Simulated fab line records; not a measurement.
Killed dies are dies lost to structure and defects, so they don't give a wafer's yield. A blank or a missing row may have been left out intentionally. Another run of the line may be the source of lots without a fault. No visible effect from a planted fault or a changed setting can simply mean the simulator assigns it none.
fab line records | flow nand-harc | part 1 of 2: steps 1 to 21 of 32
[record] lots = 5 wafers = 15 last-day = 33
route steps=1302 shown A_SLIT@931 A_SIN_REMOVE@947 A_WL_FILL@952
lots untouched by any fault: they come from a run of this same line in which no faults occurred
start-h: hours from the record's first day to the start of the lot's first wafer shown | wait-h: time in hours since the lot's previous step | " unchanged from the row above | L1.1+2: several wafers, shown together as one row | - value missing, or start not given | * or withheld: withheld | < > ~ a bound
route shown NAME@n: a module of which the file shows steps, and the number in the route of the first | usual: average and standard deviation across the fault-free wafers | same: alike in all rows | chamber/n: place in a boat | sites: the reading at each site | _std_site: how widely they spread, as a standard deviation | _edge_site: mean of outer sites minus mean of inner sites | radius-mm: how far each site lies from the wafer's centre | mask NAME#n: copy n | behind: the tool/chamber that last shaped the wafer | hold: cause of the lot's hold/its duration in hours/its outcome | device: whichever transistor did not switch (one of n, p or np) | end of line: the tests these same wafers got at the end of their route | where a step has no rows: the recipe by itself | killed: dies that structure and defects cost at the first sort, which is not the same as the wafer's yield | map: per-die view of a wafer (x killed, . not killed, _ where there is no die)
set.NAME: the run value of the setting; set.NAME@STEP: its run value at that earlier step | model.NAME: the simulator's own value behind a step, which no gauge read
a table for each step, a row for each wafer; lots at some steps of the route
services: from which hour (start-h, from the record's first day; less than 0 if before it) a tool's chamber was out of use, for how many hours, and why
[[steps]]
[step NHARC_A_SLIT_PEB_07]
[recipe] peb-temp-c = 100 peb-time-s = 65
[usual] exhaust-pa = 44.9/0.92 plate-temp-C = 99.99/0.12
// columns lot.wafer tool chamber start-h wait-h exhaust-pa plate-temp-C
L080.2 litho-track-06 0 508.75 0.1 43.6 99.88
L080.4 " 0 " " 42.5 99.78
L080.6 " 0 " " 44.2 99.85
L089.2 litho-track-04 0 603.46 0.1 43.9 100.16
L089.4 " 0 " " 44.8 99.98
L089.5 " 0 " " 45.2 99.96
L091.4 litho-track-01 0 643.85 0.0 44.6 99.81
L091.5 " 0 " " 45.6 99.84
L091.6 " 0 " " 43.9 99.94
L093.1 litho-track-06 0 650.23 0.1 46.5 99.84
L093.4 " 0 " " 44.3 100.02
L093.5 " 0 " " 45.3 100.00
L096.1 litho-track-06 0 663.57 0.1 45.4 99.89
L096.5 " 0 " " 45.3 99.96
L096.6 " 0 " " 45.0 100.15
[step NHARC_A_SLIT_DEVELOP_08]
[recipe] develop-time-s = 35 dev-temp-c = 23
[usual] exhaust-pa = 44.9/0.93
// columns lot.wafer tool chamber start-h wait-h exhaust-pa
L080.2 litho-track-06 0 - - 46.5
L080.4 " 0 " " 46.0
L080.6 " 0 " " 46.8
L089.2 litho-track-04 0 - - 44.5
L089.4 " 0 " " 45.5
L089.5 " 0 " " 45.4
L091.4 litho-track-01 0 - - 45.3
L091.5 " 0 " " 44.9
L091.6 " 0 " " 43.6
L093.1 litho-track-06 0 - - 44.0
L093.4 " 0 " " 45.7
L093.5 " 0 " " 45.0
L096.1 litho-track-06 0 - - 46.6
L096.5 " 0 " " 43.9
L096.6 " 0 " " 44.2
[step NHARC_A_SLIT_CD_MEAS_09]
[recipe] target-cd-nm = 300 landing-energy-ev = 500
[usual] cd-nm = 300.1/0.72
// columns lot.wafer tool chamber start-h wait-h cd-nm
L080.2 cd-sem-03 0 508.84 - 300.1
L080.4 " 0 " " 299.5
L080.6 " 0 " " 298.8
L089.2 cd-sem-01 0 603.54 - 300.0
L089.4 " 0 " " 300.6
L089.5 " 0 " " 300.3
L091.4 cd-sem-02 0 643.93 - 300.7
L091.5 " 0 " " 301.1
L091.6 " 0 " " 299.6
L093.1 cd-sem-02 0 650.31 - 299.9
L093.4 " 0 " " 299.4
L093.5 " 0 " " 299.2
L096.1 cd-sem-03 0 663.65 - 300.7
L096.5 " 0 " " 300.0
L096.6 " 0 " " 300.1
[step NHARC_A_SLIT_OVL_MEAS_10]
[usual] overlay-x-nm = -0.1/0.97 overlay-y-nm = -0.1/0.97
// columns lot.wafer tool chamber start-h wait-h overlay-x-nm overlay-y-nm
L080.2 overlay-02 - 508.92 - -0.6 -0.8
L080.4 " - " " -0.4 0.4
L080.6 " - " " -0.6 -0.2
L089.2 overlay-02 - 603.62 - 0.7 0.1
L089.4 " - " " 0.8 0.6
L089.5 " - " " 0.7 0.4
L091.4 overlay-01 - 644.01 - 0.2 0.1
L091.5 " - " " 0.4 0.1
L091.6 " - " " -0.1 -0.1
L093.1 overlay-01 - 650.40 - -0.2 -1.9
L093.4 " - " " -0.5 -1.4
L093.5 " - " " -0.3 -1.4
L096.1 overlay-02 - 663.74 - -0.4 -1.3
L096.5 " - " " 0.1 -1.4
L096.6 " - " " 0.2 -1.7
[step NHARC_A_SLIT_INSPECT_11]
[usual] raw-defect-count = 59/35
// columns lot.wafer tool chamber start-h wait-h raw-defect-count
L080.2 defect-inspect-01 - 508.96 0.0 81
L080.4 " - " " 67
L080.6 " - " " 68
L089.2 defect-inspect-02 - 603.66 0.0 78
L089.4 " - " " 96
L089.5 " - " " 85
L091.4 defect-inspect-02 - 644.05 0.0 31
L091.5 " - " " 24
L091.6 " - " " 21
L093.1 defect-inspect-02 - 650.44 0.0 20
L093.4 " - " " 23
L093.5 " - " " 32
L096.1 defect-inspect-02 - 663.78 0.0 7
L096.5 " - " " 3
L096.6 " - " " 8
[step NHARC_A_SLIT_DESCUM_14]
[recipe] time-s = 3 o2-flow-sccm = 200 ar-flow-sccm = 0 bias-power-w = 0 chemistry = O2
[usual] drypump-motor-current-A = 5.8/0.47 oes-product-au = 1.002/0.014 rf-vpp-V = 57.7/0.95 showerhead-plenum-p-Torr = 1.88/0.076 throttle-valve-pct = 11.310/0.0086
// columns lot.wafer tool chamber start-h wait-h drypump-motor-current-A oes-product-au rf-hours-counter-h rf-vpp-V showerhead-plenum-p-Torr throttle-valve-pct
L080.2 rie-diel-01 1 509.03 0.1 6.2 1.007 5.4 59.0 1.83 11.324
L080.4 " 3 " " 5.2 0.990 6.0 56.8 2.01 11.308
L080.6 " 1 " " 6.2 1.003 - 56.8 1.83 11.315
L089.4 rie-diel-07 2 603.72 0.1 5.1 0.990 5.5 57.8 2.02 11.330
L089.2 " 3 " " 6.5 1.000 4.9 57.3 1.83 11.324
L089.5 " 2 " " 5.1 0.986 - 57.1 2.02 11.299
L091.4 rie-diel-07 2 644.13 0.1 5.1 0.991 8.2 59.5 2.02 11.316
L091.5 " 3 " " 6.5 1.005 - 55.4 1.83 11.303
L091.6 " 0 " " 5.2 0.995 - 57.1 1.80 11.305
L093.1 rie-diel-11 0 650.51 0.1 6.0 1.039 0.1 57.1 1.97 11.317
L093.4 " 1 " " 6.2 1.021 0.1 58.0 1.83 11.327
L093.5 " 3 " " 5.6 1.002 - 56.6 1.87 11.308
L096.1 rie-diel-11 2 663.85 0.1 5.9 1.021 0.6 57.2 1.84 11.313
L096.5 " 1 " " 6.2 1.015 - 55.7 1.83 11.313
L096.6 " 2 " " 5.9 1.014 - 57.0 1.84 11.319
[step NHARC_A_SLIT_ETCH_24]
[recipe] target-depth-a = 1210 time-s = 60.5 cf4-flow-sccm = 100 chf3-flow-sccm = 30 ar-flow-sccm = 0 rf-w = 500 bias-w = 200 chemistry = CF4/CHF3
[usual] drypump-motor-current-A = 5.8/0.46 oes-product-au = 0.964/0.02 rf-vpp-V = 369.8/2.2 showerhead-plenum-p-Torr = 1.55/0.06 throttle-valve-pct = 16.801/0.0091
// columns lot.wafer tool chamber start-h wait-h drypump-motor-current-A oes-product-au rf-hours-counter-h rf-vpp-V showerhead-plenum-p-Torr throttle-valve-pct
L080.4 rie-diel-01 0 509.11 0.1 5.8 0.987 4.9 371.9 1.60 16.795
L080.2 " 2 " " 5.2 0.981 6.5 367.9 1.52 16.795
L080.6 " 0 " " 5.9 0.986 - 371.7 1.60 16.805
L089.4 rie-diel-07 3 603.80 0.1 6.5 0.927 4.9 368.2 1.51 16.797
L089.2 " 2 " " 5.0 0.923 5.5 373.0 1.66 16.808
L089.5 " 3 " " 6.5 0.929 - 367.9 1.51 16.810
L091.4 rie-diel-07 1 644.20 0.1 6.3 0.956 8.1 367.5 1.50 16.808
L091.5 " 0 " " 5.2 0.969 - 369.1 1.48 16.780
L091.6 " 1 " " 6.3 0.957 - 367.2 1.50 16.808
L093.1 rie-diel-11 1 650.59 0.1 6.2 0.982 0.1 367.1 1.51 16.810
L093.4 " 2 " " 5.9 0.994 0.1 368.1 1.52 16.806
L093.5 " 0 " " 5.9 0.978 - 371.9 1.62 16.803
L096.1 rie-diel-11 2 663.94 0.1 5.9 0.984 0.6 369.7 1.52 16.798
L096.5 " 0 " " 6.0 0.985 - 372.0 1.62 16.802
L096.6 " 1 " " 6.2 0.975 - 368.7 1.51 16.799
[step NHARC_A_SLIT_ETCH_15]
[recipe] target-depth-a = 62000 over-etch-frac = 0.3 time-s = 1612 ion-energy-ev = 150 o2-flow-sccm = 400 cos-flow-sccm = 20 ar-flow-sccm = 0 rf-w = 500 bias-w = 300 chemistry = O2/COS
[usual] drypump-motor-current-A = 5.8/0.47 oes-product-au = 1.001/0.013 rf-vpp-V = 313.6/1.8 showerhead-plenum-p-Torr = 3.08/0.12 throttle-valve-pct = 28.330/0.0088
// columns lot.wafer tool chamber start-h wait-h drypump-motor-current-A oes-product-au rf-hours-counter-h rf-vpp-V showerhead-plenum-p-Torr throttle-valve-pct
L080.4 rie-diel-01 3 - - 5.3 0.982 6.2 316.6 3.27 28.329
L080.2 " 0 " " 5.9 1.027 5.2 316.1 3.18 28.341
L080.6 " 0 " " 5.9 1.026 - 314.2 3.18 28.312
L089.4 rie-diel-07 1 - - 6.3 0.971 5.7 312.0 2.98 28.342
L089.2 " 3 " " 6.5 1.010 5.1 313.2 3.00 28.332
L089.5 " 1 " " 6.3 0.975 - 311.7 2.98 28.339
L091.4 rie-diel-07 0 - - 5.3 0.993 7.3 313.3 2.94 28.338
L091.6 " 1 " " 6.3 0.962 - 312.2 2.98 28.323
L091.5 " 2 " " 5.1 0.989 - 314.6 3.28 28.324
L093.1 rie-diel-11 0 - - 5.9 1.020 0.3 314.1 3.21 28.325
L093.4 " 1 " " 6.2 1.014 0.3 313.2 2.99 28.331
L093.5 " 1 " " 6.2 1.012 - 312.2 2.99 28.323
L096.1 rie-diel-11 2 - - 5.9 1.027 0.9 312.4 3.01 28.339
L096.5 " 0 " " 6.0 1.019 - 315.5 3.21 28.338
L096.6 " 1 " " 6.2 1.023 - 310.7 2.99 28.329
[step NHARC_A_SLIT_ETCH_17]
[recipe] bias-v = 900 source-w = withheld pressure-mtorr = 20 ar-flow-sccm = 375 c4f8-flow-sccm = 83.3 o2-flow-sccm = 41.7 time-s = 4254.5 target-depth-a = 2.03e+05 chemistry = C4F8/O2/Ar
[usual] drypump-motor-current-A = 5.74/0.25 he-backside-leak-sccm = 6.5/0.97 showerhead-plenum-p-Torr = 3.59/0.064 throttle-valve-pct = 32.046/0.0084
// columns lot.wafer tool chamber start-h wait-h drypump-motor-current-A he-backside-leak-sccm rf-hours-counter-h showerhead-plenum-p-Torr throttle-valve-pct
L080.2 har-etch-02 0 510.87 - 6.05 5.4 70 3.59 32.044
L080.4 " 1 " " 5.77 5.9 - 3.67 32.058
L080.6 " 0 513.25 - 6.05 5.7 - 3.59 32.050
L089.2 har-etch-02 1 605.96 - 5.81 5.6 120 3.65 32.055
L089.4 " 1 607.17 - 5.79 5.7 - 3.65 32.068
L089.5 " 1 608.38 - 5.80 5.7 - 3.65 32.039
L091.4 har-etch-01 1 646.58 - 5.70 7.6 - 3.59 32.050
L091.5 " 1 647.78 - 5.71 7.2 - 3.59 32.043
L091.6 " 0 " " 5.34 7.6 - 3.47 32.032
L093.1 har-etch-02 0 651.74 - 6.03 5.5 146 3.55 32.062
L093.4 " 1 653.56 - 5.79 5.9 - 3.63 32.048
L093.5 " 0 " " 6.03 6.0 - 3.55 32.055
L096.1 har-etch-02 0 669.08 - 6.03 5.8 157 3.54 32.049
L096.6 " 1 670.91 - 5.82 6.2 - 3.63 32.041
L096.5 " 0 " " 6.05 5.8 - 3.54 32.037
[step NHARC_A_SLIT_ETCH_26]
[recipe] bias-v = 400 source-w = 2000 pressure-mtorr = 25 time-s = 90 ar-flow-sccm = 375 c4f8-flow-sccm = 41.7 o2-flow-sccm = 83.3 target-depth-a = 4000 chemistry = C4F8/O2/Ar
[usual] bias-v = 399/4.2 drypump-motor-current-A = 5.74/0.25 he-backside-leak-sccm = 6.4/0.85 showerhead-plenum-p-Torr = 3.62/0.065 throttle-valve-pct = 27.619/0.01
// columns lot.wafer tool chamber start-h wait-h bias-v drypump-motor-current-A he-backside-leak-sccm rf-hours-counter-h showerhead-plenum-p-Torr throttle-valve-pct
L080.2 har-etch-02 0 513.88 2.4 401 6.07 5.6 73 3.62 27.625
L080.4 " 1 " " 399 5.78 5.9 - 3.71 27.625
L080.6 " 0 " " 398 6.07 5.6 - 3.62 27.604
L089.2 har-etch-02 1 609.01 2.4 396 5.78 6.2 123 3.68 27.631
L089.4 " 1 " " 396 5.76 6.1 - 3.68 27.614
L089.5 " 1 " " 396 5.76 6.0 - 3.68 27.636
L091.4 har-etch-01 1 649.05 1.9 396 5.70 7.5 - 3.62 27.613
L091.5 " 1 " " 396 5.69 7.5 - 3.62 27.621
L091.6 " 0 " " 400 5.34 7.6 - 3.49 27.627
L093.1 har-etch-02 0 655.39 3.0 399 6.04 5.7 149 3.57 27.607
L093.4 " 1 " " 400 5.80 6.4 - 3.66 27.628
L093.5 " 0 " " 394 6.01 6.2 - 3.57 27.623
L096.1 har-etch-02 0 672.16 2.5 401 6.03 5.4 160 3.57 27.623
L096.6 " 1 " " 399 5.80 6.3 - 3.66 27.613
L096.5 " 0 " " 405 6.04 5.6 - 3.57 27.600
[step NHARC_A_SLIT_STRIP_28]
[recipe] o2-flow-sccm = 400 cos-flow-sccm = 20 ar-flow-sccm = 0 bias-w = 0 chemistry = O2/COS
// columns lot.wafer tool chamber start-h wait-h
L080.4+2+6 rie-diel-11 2,0,3 514.63 0.7
L089.4+2+5 rie-diel-11 0,2,3 609.78 0.7
L091.4+5+6 rie-diel-11 3,3,0 649.78 0.7
L093.4+1+5 rie-diel-01 1,2,1 656.20 0.7
L096.1+5+6 rie-diel-01 2,0,1 672.94 0.7
[step NHARC_A_SLIT_ETCH_29]
[recipe] target-depth-a = 1000 overetch-a = 100 time-s = 55 ion-energy-ev = 100 cf4-flow-sccm = 80 o2-flow-sccm = 20 ar-flow-sccm = 0 rf-w = 300 bias-w = 100 chemistry = CF4/O2
[usual] drypump-motor-current-A = 5.8/0.46 oes-product-au = 1.003/0.013 rf-vpp-V = 197.3/1.4 showerhead-plenum-p-Torr = 1.31/0.051 throttle-valve-pct = 13.397/0.01
// columns lot.wafer tool chamber start-h wait-h drypump-motor-current-A oes-product-au rf-hours-counter-h rf-vpp-V showerhead-plenum-p-Torr throttle-valve-pct
L080.2 rie-diel-11 3 514.73 0.1 5.6 0.996 4.2 196.1 1.30 13.402
L080.4 " 0 " " 6.0 1.004 3.3 198.3 1.37 13.402
L080.6 " 2 " " 5.9 1.006 - 196.1 1.29 13.405
L089.2 rie-diel-11 1 609.87 0.1 6.2 1.012 8.7 195.7 1.28 13.408
L089.4 " 3 " " 5.6 0.993 8.6 196.0 1.30 13.404
L089.5 " 1 " " 6.2 1.004 - 196.7 1.28 13.399
L091.4 rie-diel-11 2 649.88 0.1 5.9 1.011 0.0 196.1 1.28 13.384
L091.5 " 1 " " 6.3 1.012 - 196.7 1.28 13.404
L091.6 " 2 " " 5.8 1.009 - 197.3 1.28 13.402
L093.1 rie-diel-01 1 656.30 0.1 6.1 1.003 5.4 195.5 1.28 13.374
L093.4 " 3 " " 5.2 0.987 5.3 199.9 1.40 13.411
L093.5 " 0 " " 5.9 1.024 - 198.8 1.36 13.398
L096.1 rie-diel-01 1 673.02 0.1 6.1 1.019 6.6 196.1 1.28 13.402
L096.6 " 0 " " 5.8 1.018 - 198.7 1.36 13.388
L096.5 " 1 " " 6.2 1.004 - 197.5 1.28 13.403
[step NHARC_A_SLIT_STRIP_18]
[recipe] o2-flow-sccm = 500 ar-flow-sccm = 0 bias-w = 0 chemistry = O2
[usual] drypump-motor-current-A = 5.8/0.45 oes-product-au = 1.002/0.014 rf-vpp-V = 57.6/0.88 showerhead-plenum-p-Torr = 3.46/0.13 throttle-valve-pct = 17.037/0.0088
// columns lot.wafer tool chamber start-h wait-h drypump-motor-current-A oes-product-au rf-hours-counter-h rf-vpp-V showerhead-plenum-p-Torr throttle-valve-pct
L080.4 rie-diel-11 1 - - 6.2 0.987 3.8 57.7 3.38 17.036
L080.2 " 2 " " 5.9 1.002 4.7 56.7 3.40 17.036
L080.6 " 1 " " 6.2 0.998 - 56.2 3.38 17.041
L089.4 rie-diel-11 2 - - 5.9 1.004 9.6 58.1 3.40 17.039
L089.2 " 3 " " 5.6 0.988 8.6 57.1 3.45 17.059
L089.5 " 3 " " 5.6 1.004 - 57.4 3.45 17.041
L091.4 rie-diel-11 3 - - 5.6 0.983 0.0 58.7 3.45 17.047
L091.6 " 2 " " 5.9 1.016 - 57.7 3.40 17.044
L091.5 " 3 " " 5.6 0.996 - 57.7 3.45 17.012
L093.4 rie-diel-01 1 - - 6.2 1.016 5.5 58.9 3.38 17.047
L093.1 " 2 " " 5.3 1.014 5.7 57.5 3.40 17.021
L093.5 " 0 " " 5.8 1.010 - 60.0 3.59 17.049
L096.1 rie-diel-01 0 - - 5.9 1.020 4.9 57.4 3.59 17.035
L096.5 " 1 " " 6.2 1.017 - 57.4 3.38 17.036
L096.6 " 2 " " 5.3 1.012 - 56.8 3.40 17.055
[step NHARC_A_SLIT_PRECLEAN_19]
[recipe] time-s = * temp-c = 50 bath-age-min = 0 chemistry = SC1
// columns lot.wafer tool chamber start-h wait-h
L080.2+6+4 wet-bench-09 2,3,4 515.13 -
L089.2+4+5 wet-bench-09 4,6,7 610.26 -
L091.6+4+5 wet-bench-09 6,2,3 650.27 -
L093.1+5+4 wet-bench-05 3,4,5 656.69 -
L096.5+1+6 wet-bench-06 6,0,1 673.41 -
[step NHARC_A_SLIT_SRD_20]
// columns lot.wafer tool chamber start-h wait-h
L080.2+6+4 wet-bench-09 2,3,4 - -
L089.2+4+5 wet-bench-09 4,6,7 - -
L091.6+4+5 wet-bench-09 6,2,3 - -
L093.1+5+4 wet-bench-05 3,4,5 - -
L096.5+1+6 wet-bench-06 6,0,1 - -
[step NHARC_A_SLIT_CD_MEAS_21]
[usual] cd-nm = 289.9/0.91
// columns lot.wafer tool chamber start-h wait-h cd-nm
L080.2 cd-sem-03 - 515.27 - 289.8
L080.4 " - " " 290.2
L080.6 " - " " 290.6
L089.2 cd-sem-01 - 610.41 - 291.1
L089.4 " - " " 291.0
L089.5 " - " " 291.5
L091.4 cd-sem-03 - 650.42 - 290.1
L091.5 " - " " 290.2
L091.6 " - " " 289.9
L093.1 cd-sem-01 - 656.82 - 287.5
L093.4 " - " " 288.9
L093.5 " - " " 289.6
L096.1 cd-sem-01 - 673.55 - 287.7
L096.5 " - " " 286.8
L096.6 " - " " 288.3
[step NHARC_A_SIN_REMOVE_WET_00]
[recipe] temp-c = 160 time-s = 15300 chemistry = H3PO4
// columns lot.wafer tool chamber start-h wait-h
L080.2+4+6 wet-h3po4-02 0 516.56 1.3
L089.2+4+5 wet-h3po4-01 1 612.08 1.7
L091.4+5+6 wet-h3po4-01 0 652.09 1.7
L093.1+4+5 wet-h3po4-01 1 658.50 1.7
L096.1+5+6 wet-h3po4-02 1 675.32 1.8
[step NHARC_A_SIN_REMOVE_PRECLEAN_01]
[recipe] time-s = * temp-c = 50 bath-age-min = 0 chemistry = SC1
// columns lot.wafer tool chamber start-h wait-h
L080.2+6+4 wet-bench-01 2,3,5 521.39 0.0
L089.5+4+2 wet-bench-03 2,3,5 616.79 0.0
L091.4+5+6 wet-bench-03 0,3,4 656.94 0.0
L093.4+5+1 wet-bench-03 3,4,5 663.32 0.1
L096.5+1+6 wet-bench-03 5,6,2 680.04 0.0
[step NHARC_A_SIN_REMOVE_SRD_02]
// columns lot.wafer tool chamber start-h wait-h
L080.2+6+4 wet-bench-01 2,3,5 - -
L089.5+4+2 wet-bench-03 2,3,5 - -
L091.4+5+6 wet-bench-03 0,3,4 656.99 0.0
L093.4+5+1 wet-bench-03 3,4,5 663.36 0.0
L096.5+1+6 wet-bench-03 5,6,2 680.11 0.1
[step NHARC_A_SIN_REMOVE_INSPECT_04]
[usual] raw-defect-count = 370/84
// columns lot.wafer tool chamber start-h wait-h raw-defect-count
L080.2 defect-inspect-01 - 521.57 0.0 440
L080.4 " - " " 377
L080.6 " - " " 444
L089.2 defect-inspect-01 - 616.97 0.0 298
L089.4 " - " " 245
L089.5 " - " " 334
L091.4 defect-inspect-01 - 657.15 0.0 341
L091.5 " - " " 398
L091.6 " - " " 260
L093.1 defect-inspect-01 - 663.51 0.0 283
L093.4 " - " " 337
L093.5 " - " " 441
L096.1 defect-inspect-02 - 680.26 0.0 312
L096.5 " - " " 287
L096.6 " - " " 362
[step NHARC_A_WL_FILL_ALD_00]
[recipe] target-thk-a = 30 pulse-time-s = 3 ald-cycles = 30 temp-c = 300 material = Al2O3
[usual] heater-power-w = 483/64 precursor-pulse-height-rel = 1.000/0.021
// columns lot.wafer tool chamber start-h wait-h heater-power-w precursor-pulse-height-rel
L080.2 ald-hk-01 2 521.69 0.1 436 0.989
L080.4 " 3 " " 384 1.013
L080.6 " 1 " " 432 1.023
L089.2 ald-hk-03 1 617.06 0.1 542 1.002
L089.4 " 2 " " 452 0.967
L089.5 " 1 " " 546 1.025
L091.4 ald-hk-04 3 659.74 2.6 506 0.991
L091.6 " 0 " " 626 0.966
L091.5 " 1 " " 491 0.997
L093.1 ald-hk-03 1 663.76 0.3 543 1.002
L093.4 " 2 " " 463 1.005
L093.5 " 0 " " 458 0.986
L096.1 ald-hk-03 2 680.32 0.1 467 1.019
L096.5 " 2 " " 470 0.995
L096.6 " 3 " " 398 0.963
